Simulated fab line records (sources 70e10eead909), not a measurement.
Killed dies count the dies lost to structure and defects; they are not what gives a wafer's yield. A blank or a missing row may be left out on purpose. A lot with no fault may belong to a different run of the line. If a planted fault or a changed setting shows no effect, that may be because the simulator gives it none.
Which of the tools did it?    flow nand_harc    24 lots, 72 wafers sampled, at 6 steps of a route of 1159

== WHAT THE GAUGES SHOWED, per wafer ==
The record holds no reading of a measuring or inspecting step that can be judged against a usual standard deviation.

== WHICH TOOL RAN EACH LOT (tool, then ch and the chambers of the sampled wafers, then the start) ==
lot   NHARC_A_STAIRCASE_TRIM_224                     NHARC_A_STAIRCASE_TRIM_226                     NHARC_A_STAIRCASE_ETCH_313          NHARC_A_STAIRCASE_ETCH_315                     NHARC_A_STAIRCASE_DEP_325        NHARC_A_STAIRCASE_DEP_471
L074  rie_diel-08 ch 0,3, day 11 23:59 or earlier    rie_diel-08 ch 0,2, day 11 23:59 or earlier    rie_diel-01 ch 1,3, day 11 23:59    rie_diel-01 ch 1,2, day 13 07:28 or earlier    pecvd-02 ch 0,1,2, day 13 07:28  pecvd-01 ch 1,2, day 13 21:49
L075  rie_diel-08 ch 0,2,3, day 12 01:47 or earlier  rie_diel-08 ch 0,2,3, day 12 01:47 or earlier  rie_diel-01 ch 1,2,3, day 12 01:47  rie_diel-01 ch 1,2, day 13 07:27 or earlier    pecvd-01 ch 0,1, day 13 07:27    pecvd-01 ch 1,2, day 13 21:32
L077  rie_diel-03 ch 0,2,3, day 12 04:07 or earlier  rie_diel-03 ch 0,1,3, day 12 04:07 or earlier  rie_diel-01 ch 1,2, day 12 04:07    rie_diel-01 ch 1,2,3, day 13 13:39 or earlier  pecvd-01 ch 1,2, day 13 13:39    pecvd-01 ch 0,2, day 14 02:38
L076  rie_diel-08 ch 1,3, day 12 09:38 or earlier    rie_diel-08 ch 1,2, day 12 09:38 or earlier    rie_diel-08 ch 0,2, day 12 09:38    rie_diel-08 ch 0,2, day 13 19:09 or earlier    pecvd-02 ch 0,1,2, day 13 19:09  pecvd-03 ch 0,1, day 14 07:20
L078  rie_diel-08 ch 0,2,3, day 12 11:11 or earlier  rie_diel-08 ch 0,2,3, day 12 11:11 or earlier  rie_diel-01 ch 0,1,2, day 12 11:11  rie_diel-01 ch 0,1,2, day 13 19:23 or earlier  pecvd-03 ch 0,1, day 13 19:23    pecvd-01 ch 0,1,2, day 14 07:43
L079  rie_diel-01 ch 0,2,3, day 12 12:56 or earlier  rie_diel-01 ch 1,2,3, day 12 12:56 or earlier  rie_diel-03 ch 2,3, day 12 12:56    rie_diel-03 ch 2,3, day 13 19:20 or earlier    pecvd-01 ch 0,1, day 13 19:20    pecvd-01 ch 0,2, day 14 07:31
L080  rie_diel-08 ch 0,1,3, day 13 12:35 or earlier  rie_diel-08 ch 0,1,3, day 13 12:35 or earlier  rie_diel-08 ch 1,2,3, day 13 12:35  rie_diel-08 ch 1,2,3, day 14 22:46 or earlier  pecvd-03 ch 0,1,2, day 14 22:46  pecvd-03 ch 0,1,2, day 15 13:40
L082  rie_diel-03 ch 0,2, day 14 00:40 or earlier    rie_diel-03 ch 1,3, day 14 00:40 or earlier    rie_diel-08 ch 1,2,3, day 14 00:40  rie_diel-08 ch 0,1, day 15 13:05 or earlier    pecvd-03 ch 0,1,2, day 15 13:05  pecvd-02 ch 1,2, day 16 02:26
L081  rie_diel-01 ch 1,2,3, day 13 22:56 or earlier  rie_diel-01 ch 2,3, day 13 22:56 or earlier    rie_diel-08 ch 0,1, day 13 22:56    rie_diel-08 ch 0,1,2, day 15 12:31 or earlier  pecvd-03 ch 0,1,2, day 15 12:31  pecvd-03 ch 2, day 16 00:51
L084  rie_diel-08 ch 1,2, day 14 02:28 or earlier    rie_diel-08 ch 1,3, day 14 02:28 or earlier    rie_diel-03 ch 0,2,3, day 14 02:28  rie_diel-03 ch 1,3, day 15 13:14 or earlier    pecvd-02 ch 1,2, day 15 13:14    pecvd-03 ch 1,2, day 16 02:07
L083  rie_diel-01 ch 2,3, day 14 04:47 or earlier    rie_diel-01 ch 1,2, day 14 04:47 or earlier    rie_diel-01 ch 0,2, day 14 04:47    rie_diel-01 ch 0,1,3, day 15 12:28 or earlier  pecvd-02 ch 1,2, day 15 12:28    pecvd-02 ch 0,1, day 16 00:56
L089  rie_diel-03 ch 0,1,2, day 14 22:28 or earlier  rie_diel-03 ch 0,1,2, day 14 22:28 or earlier  rie_diel-08 ch 0,1,2, day 14 22:28  rie_diel-08 ch 1,2,3, day 16 10:42 or earlier  pecvd-03 ch 0,2, day 16 10:42    pecvd-01 ch 1,2, day 17 01:20
L085  rie_diel-08 ch 1,2,3, day 14 22:58 or earlier  rie_diel-08 ch 0,1,2, day 14 22:58 or earlier  rie_diel-01 ch 0,2,3, day 14 22:58  rie_diel-01 ch 0,1,3, day 16 10:07 or earlier  pecvd-03 ch 1,2, day 16 10:07    pecvd-02 ch 1,2, day 17 00:00
L086  rie_diel-03 ch 1,2, day 15 02:59 or earlier    rie_diel-03 ch 0,1,3, day 15 02:59 or earlier  rie_diel-08 ch 0,2,3, day 15 02:59  rie_diel-08 ch 0,3, day 16 10:40 or earlier    pecvd-02 ch 0,1, day 16 10:40    pecvd-02 ch 1,2, day 17 00:10
L087  rie_diel-08 ch 1,2,3, day 15 04:34 or earlier  rie_diel-08 ch 0,1, day 15 04:34 or earlier    rie_diel-03 ch 1,2,3, day 15 04:34  rie_diel-03 ch 1,2, day 16 10:16 or earlier    pecvd-02 ch 1,2, day 16 10:16    pecvd-03 ch 0,1,2, day 16 23:59
L088  rie_diel-03 ch 0,1,3, day 15 08:53 or earlier  rie_diel-03 ch 0,1, day 15 08:53 or earlier    rie_diel-08 ch 1,2,3, day 15 08:53  rie_diel-08 ch 1,2, day 16 20:10 or earlier    pecvd-03 ch 1,2, day 16 20:10    pecvd-01 ch 0,1, day 17 12:04
L090  rie_diel-03 ch 0,1, day 15 17:22 or earlier    rie_diel-03 ch 1,2,3, day 15 17:22 or earlier  rie_diel-01 ch 1,3, day 15 17:22    rie_diel-01 ch 1,2, day 17 04:01 or earlier    pecvd-03 ch 1,2, day 17 04:01    pecvd-03 ch 0,1, day 17 17:52
L091  rie_diel-03 ch 0,1,3, day 15 22:50 or earlier  rie_diel-03 ch 1,2,3, day 15 22:50 or earlier  rie_diel-01 ch 0,1,3, day 15 22:50  rie_diel-01 ch 1,2,3, day 17 10:02 or earlier  pecvd-02 ch 0,2, day 17 10:02    pecvd-01 ch 0,2, day 17 22:07
L092  rie_diel-03 ch 0,3, day 16 13:37 or earlier    rie_diel-03 ch 0,3, day 16 13:37 or earlier    rie_diel-03 ch 0,2,3, day 16 13:37  rie_diel-03 ch 1,2, day 17 22:35 or earlier    pecvd-03 ch 0,1,2, day 17 22:35  pecvd-02 ch 0,1,2, day 18 17:20
L094  rie_diel-08 ch 1,2,3, day 17 03:46 or earlier  rie_diel-08 ch 1,2,3, day 17 03:46 or earlier  rie_diel-03 ch 1,2,3, day 17 03:46  rie_diel-03 ch 0,2,3, day 18 15:01 or earlier  pecvd-03 ch 0,1,2, day 18 15:01  pecvd-02 ch 0,1,2, day 19 03:04
L093  rie_diel-08 ch 0,1, day 17 05:22 or earlier    rie_diel-08 ch 0,1, day 17 05:22 or earlier    rie_diel-08 ch 1,3, day 17 05:22    rie_diel-08 ch 0,2, day 18 15:15 or earlier    pecvd-02 ch 1,2, day 18 15:15    pecvd-03 ch 0,1,2, day 19 03:20
L095  rie_diel-03 ch 0,2, day 17 07:27 or earlier    rie_diel-03 ch 1,2,3, day 17 07:27 or earlier  rie_diel-03 ch 0,2, day 17 07:27    rie_diel-03 ch 1,2,3, day 18 19:18 or earlier  pecvd-03 ch 0,2, day 18 19:18    pecvd-01 ch 0,2, day 19 09:27
L096  rie_diel-01 ch 0,1,2, day 17 09:18 or earlier  rie_diel-01 ch 0,1,2, day 17 09:18 or earlier  rie_diel-08 ch 0,1,3, day 17 09:18  rie_diel-08 ch 0,1,2, day 18 19:11 or earlier  pecvd-02 ch 0,2, day 18 19:11    pecvd-01 ch 0,1, day 19 09:15
L097  rie_diel-01 ch 0,1,2, day 17 22:52 or earlier  rie_diel-01 ch 1,2, day 17 22:52 or earlier    rie_diel-08 ch 1,3, day 17 22:52    rie_diel-08 ch 0,2, day 19 10:51 or earlier    pecvd-01 ch 0,2, day 19 10:51    pecvd-02 ch 1,2, day 20 01:14
- NHARC_A_STAIRCASE_TRIM_224: chemistry O2, time 211.2 s.
- NHARC_A_STAIRCASE_TRIM_226: chemistry O2, time 211.2 s.
- NHARC_A_STAIRCASE_ETCH_313: etches the open film in CF4/CHF3.
- NHARC_A_STAIRCASE_ETCH_315: etches the open film in C4F8/O2/Ar, target depth 2500 nm, time 607.1 s.
- NHARC_A_STAIRCASE_DEP_325: deposits SiO2, target thk 3800 nm.
- NHARC_A_STAIRCASE_DEP_471: deposits SiO2, target thk 100 nm.

== WHAT THE TOOLS THEMSELVES READ (means of the sampled wafers that have a number; where no wafer has one, the mark that the record gives instead) ==
NHARC_A_STAIRCASE_TRIM_224. Usual: drypump_motor_current_A 5.9 A, standard deviation 0.42; oes_product_au 1.005 a.u., standard deviation 0.015; rf_vpp_V 57.9 V, standard deviation 0.85; showerhead_plenum_p_Torr 3.53 Torr, standard deviation 0.12; throttle_valve_pct 17.035 %, standard deviation 0.01.
lot   tool         drypump_motor_current_A (A)  oes_product_au (a.u.)  rf_vpp_V (V)  showerhead_plenum_p_Torr (Torr)  throttle_valve_pct (%)  flag
L074  rie_diel-08  6.4                          1.025                  58.6          3.43                             17.039                  
L075  rie_diel-08  6.3                          1.010                  57.5          3.50                             17.035                  
L077  rie_diel-03  5.6                          1.010                  58.4          3.58                             17.045                  
L076  rie_diel-08  6.4                          1.026                  58.3          3.40                             17.034                  
L078  rie_diel-08  6.3                          1.019                  57.9          3.50                             17.042                  
L079  rie_diel-01  5.8                          0.986                  57.2          3.56                             17.033                  
L080  rie_diel-08  6.3                          1.024                  57.4          3.44                             17.027                  
L082  rie_diel-03  5.6                          1.010                  57.7          3.60                             17.023                  
L081  rie_diel-01  5.6                          0.975                  58.6          3.73                             17.030                  
L084  rie_diel-08  6.1                          1.010                  57.4          3.47                             17.029                  
L083  rie_diel-01  5.4                          0.996                  57.9          3.69                             17.034                  
L089  rie_diel-03  5.6                          0.997                  57.7          3.54                             17.037                  
L085  rie_diel-08  6.3                          1.014                  58.0          3.46                             17.035                  
L086  rie_diel-03  5.6                          1.013                  58.2          3.55                             17.038                  
L087  rie_diel-08  6.3                          1.010                  57.3          3.45                             17.030                  
L088  rie_diel-03  5.7                          1.001                  57.4          3.50                             17.038                  
L090  rie_diel-03  5.7                          1.003                  57.7          3.53                             17.033                  
L091  rie_diel-03  5.6                          0.995                  57.2          3.50                             17.025                  
L092  rie_diel-03  5.6                          1.003                  57.2          3.52                             17.031                  
L094  rie_diel-08  6.3                          1.012                  57.9          3.45                             17.041                  
L093  rie_diel-08  6.2                          1.011                  57.3          3.48                             17.036                  
L095  rie_diel-03  5.6                          1.009                  57.6          3.59                             17.030                  
L096  rie_diel-01  5.8                          0.994                  58.0          3.76                             17.039                  
L097  rie_diel-01  5.8                          0.991                  58.7          3.75                             17.037                  

NHARC_A_STAIRCASE_TRIM_226. Usual: drypump_motor_current_A 5.9 A, standard deviation 0.42; oes_product_au 1.006 a.u., standard deviation 0.015; rf_vpp_V 57.9 V, standard deviation 0.82; showerhead_plenum_p_Torr 3.54 Torr, standard deviation 0.12; throttle_valve_pct 17.036 %, standard deviation 0.01.
lot   tool         drypump_motor_current_A (A)  oes_product_au (a.u.)  rf_vpp_V (V)  showerhead_plenum_p_Torr (Torr)  throttle_valve_pct (%)  flag
L074  rie_diel-08  6.3                          1.007                  58.1          3.57                             17.040                  
L075  rie_diel-08  6.3                          1.013                  57.3          3.50                             17.025                  
L077  rie_diel-03  5.7                          1.003                  57.5          3.52                             17.038                  
L076  rie_diel-08  6.2                          1.001                  58.0          3.54                             17.039                  
L078  rie_diel-08  6.3                          1.014                  57.1          3.50                             17.031                  
L079  rie_diel-01  5.5                          0.984                  58.3          3.73                             17.026                  
L080  rie_diel-08  6.2                          1.025                  57.0          3.44                             17.029                  
L082  rie_diel-03  5.6                          0.993                  58.0          3.45                             17.034                  
L081  rie_diel-01  5.5                          0.993                  57.9          3.69                             17.044                  
L084  rie_diel-08  6.3                          1.032                  57.4          3.39                             17.037                  
L083  rie_diel-01  5.9                          0.988                  59.2          3.74                             17.036                  
L089  rie_diel-03  5.6                          0.995                  57.4          3.54                             17.017                  
L085  rie_diel-08  6.2                          1.019                  57.4          3.51                             17.029                  
L086  rie_diel-03  5.6                          0.997                  57.8          3.50                             17.038                  
L087  rie_diel-08  6.1                          1.002                  58.6          3.45                             17.026                  
L088  rie_diel-03  5.7                          1.000                  57.1          3.48                             17.036                  
L090  rie_diel-03  5.6                          1.014                  57.5          3.50                             17.036                  
L091  rie_diel-03  5.6                          1.000                  58.2          3.50                             17.040                  
L092  rie_diel-03  5.6                          1.001                  57.7          3.52                             17.035                  
L094  rie_diel-08  6.3                          1.021                  57.7          3.45                             17.040                  
L093  rie_diel-08  6.1                          1.006                  58.4          3.45                             17.032                  
L095  rie_diel-03  5.6                          1.005                  58.2          3.50                             17.041                  
L096  rie_diel-01  5.8                          0.992                  58.2          3.76                             17.036                  
L097  rie_diel-01  5.9                          0.986                  58.3          3.72                             17.031                  

NHARC_A_STAIRCASE_ETCH_313. Usual: drypump_motor_current_A 5.8 A, standard deviation 0.45; oes_product_au 0.940 a.u., standard deviation 0.026; rf_vpp_V 371.1 V, standard deviation 2.4; showerhead_plenum_p_Torr 1.59 Torr, standard deviation 0.065; throttle_valve_pct 16.802 %, standard deviation 0.0091.
lot   tool         drypump_motor_current_A (A)  oes_product_au (a.u.)  rf_vpp_V (V)  showerhead_plenum_p_Torr (Torr)  throttle_valve_pct (%)  flag
L074  rie_diel-01  5.1                          0.906                  373.6         1.67                             16.797                  
L075  rie_diel-01  5.5                          0.956                  373.8         1.66                             16.801                  
L077  rie_diel-01  5.6                          0.907                  373.8         1.68                             16.793                  
L076  rie_diel-08  6.3                          0.975                  371.2         1.59                             16.804                  
L078  rie_diel-01  5.8                          0.917                  371.5         1.60                             16.808                  
L079  rie_diel-03  5.6                          0.924                  371.3         1.58                             16.802                  
L080  rie_diel-08  6.2                          0.938                  369.1         1.54                             16.804                  
L082  rie_diel-08  6.3                          0.988                  369.9         1.54                             16.800                  
L081  rie_diel-08  6.1                          0.969                  369.0         1.54                             16.802                  
L084  rie_diel-03  5.6                          0.976                  371.7         1.59                             16.797                  
L083  rie_diel-01  6.0                          0.919                  368.6         1.52                             16.812                  
L089  rie_diel-08  6.1                          0.936                  370.5         1.56                             16.808                  
L085  rie_diel-01  5.7                          0.959                  373.6         1.67                             16.802                  
L086  rie_diel-08  6.3                          0.938                  370.2         1.56                             16.801                  
L087  rie_diel-03  5.6                          0.921                  371.2         1.56                             16.811                  
L088  rie_diel-08  6.2                          0.932                  369.5         1.54                             16.805                  
L090  rie_diel-01  5.2                          0.965                  373.3         1.67                             16.792                  
L091  rie_diel-01  5.3                          0.911                  373.9         1.67                             16.805                  
L092  rie_diel-03  5.6                          0.929                  370.3         1.59                             16.797                  
L094  rie_diel-03  5.5                          0.921                  369.3         1.56                             16.808                  
L093  rie_diel-08  6.2                          0.933                  367.9         1.51                             16.801                  
L095  rie_diel-03  5.6                          0.923                  371.8         1.60                             16.814                  
L096  rie_diel-08  6.2                          0.941                  368.9         1.53                             16.796                  
L097  rie_diel-08  6.3                          0.981                  368.2         1.50                             16.800                  

NHARC_A_STAIRCASE_ETCH_315. Usual: oes_product_au 0.936 a.u., standard deviation 0.016; rf_vpp_V 1829 V, standard deviation 11.
lot   tool         oes_product_au (a.u.)  rf_vpp_V (V)  flag
L074  rie_diel-01  0.910                  1844          
L075  rie_diel-01  0.920                  1843          
L077  rie_diel-01  0.913                  1842          
L076  rie_diel-08  0.950                  1828          
L078  rie_diel-01  0.923                  1831          
L079  rie_diel-03  0.947                  1830          
L080  rie_diel-08  0.946                  1821          
L082  rie_diel-08  0.949                  1824          
L081  rie_diel-08  0.930                  1825          
L084  rie_diel-03  0.932                  1821          
L083  rie_diel-01  0.932                  1829          
L089  rie_diel-08  0.937                  1821          
L085  rie_diel-01  0.924                  1843          
L086  rie_diel-08  0.965                  1819          
L087  rie_diel-03  0.934                  1823          
L088  rie_diel-08  0.926                  1822          
L090  rie_diel-01  0.919                  1841          
L091  rie_diel-01  0.911                  1840          
L092  rie_diel-03  0.938                  1827          
L094  rie_diel-03  0.934                  1829          
L093  rie_diel-08  0.944                  1827          
L095  rie_diel-03  0.929                  1825          
L096  rie_diel-08  0.941                  1824          
L097  rie_diel-08  0.947                  1827          

NHARC_A_STAIRCASE_DEP_325. Usual: 629 W for heater_power_w, sd 78.
lot   tool      heater_power_w (W)  flag
L074  pecvd-02  585                 
L075  pecvd-01  580                 
L077  pecvd-01  632                 
L076  pecvd-02  623                 
L078  pecvd-03  677                 
L079  pecvd-01  573                 
L080  pecvd-03  730                 
L082  pecvd-03  653                 
L081  pecvd-03  679                 
L084  pecvd-02  632                 
L083  pecvd-02  630                 
L089  pecvd-03  694                 
L085  pecvd-03  640                 
L086  pecvd-02  568                 
L087  pecvd-02  618                 
L088  pecvd-03  630                 
L090  pecvd-03  653                 
L091  pecvd-02  554                 
L092  pecvd-03  598                 
L094  pecvd-03  689                 
L093  pecvd-02  635                 
L095  pecvd-03  612                 
L096  pecvd-02  639                 
L097  pecvd-01  666                 

NHARC_A_STAIRCASE_DEP_471. Usual: chamber_pressure_Torr 6.499 Torr, standard deviation 0.015; flow_sccm 2649 sccm, standard deviation 7.4; heater_power_w 529 W, standard deviation 84; throttle_valve_pct 15.8 %, standard deviation 0.45.
lot   tool      chamber_pressure_Torr (Torr)  flow_sccm (sccm)  heater_power_w (W)  throttle_valve_pct (%)  flag
L074  pecvd-01  6.479                         2653              446                 15.0                    
L075  pecvd-01  6.508                         2655              520                 15.0                    
L077  pecvd-01  6.501                         2645              609                 15.9                    
L076  pecvd-03  6.513                         2645              564                 16.0                    
L078  pecvd-01  6.494                         2650              519                 15.6                    
L079  pecvd-01  6.501                         2654              626                 15.9                    
L080  pecvd-03  6.507                         2652              513                 16.1                    
L082  pecvd-02  6.505                         2651              550                 16.0                    
L081  pecvd-03  6.502                         2641              453                 16.2                    
L084  pecvd-03  6.495                         2646              525                 16.0                    
L083  pecvd-02  6.495                         2658              482                 15.8                    
L089  pecvd-01  6.502                         2641              575                 15.7                    
L085  pecvd-02  6.485                         2648              539                 15.9                    
L086  pecvd-02  6.487                         2649              526                 16.0                    
L087  pecvd-03  6.517                         2650              568                 16.0                    
L088  pecvd-01  6.480                         2658              499                 15.8                    
L090  pecvd-03  6.507                         2650              605                 16.0                    
L091  pecvd-01  6.498                         2644              593                 16.1                    
L092  pecvd-02  6.505                         2649              492                 15.8                    
L094  pecvd-02  6.506                         2646              521                 16.0                    
L093  pecvd-03  6.505                         2646              531                 16.3                    
L095  pecvd-01  6.498                         2648              631                 15.3                    
L096  pecvd-01  6.510                         2653              499                 15.6                    
L097  pecvd-02  6.505                         2645              576                 16.1                    

== THE ANSWER, worked out from the rows above alone ==
Rule: a lot is off if the mean of its wafers that have a number lies more than 3 standard deviations from the usual mean. Also off: a lot with no number at a reading for which 4 or more lots have one. Where the step has rows for the other lots, those lots are counted as sound. After the gauges, taken in route order, come the tools' own readings; for these a lot's mean is taken, as printed above. The first step at which some lot is off is used, and at that step the reading that is off furthest; a lot without a number counts as furthest.
No lot is off at any reading shown: from this, nothing can be told.

== WHAT THE SIMULATOR HAD INSERTED ==
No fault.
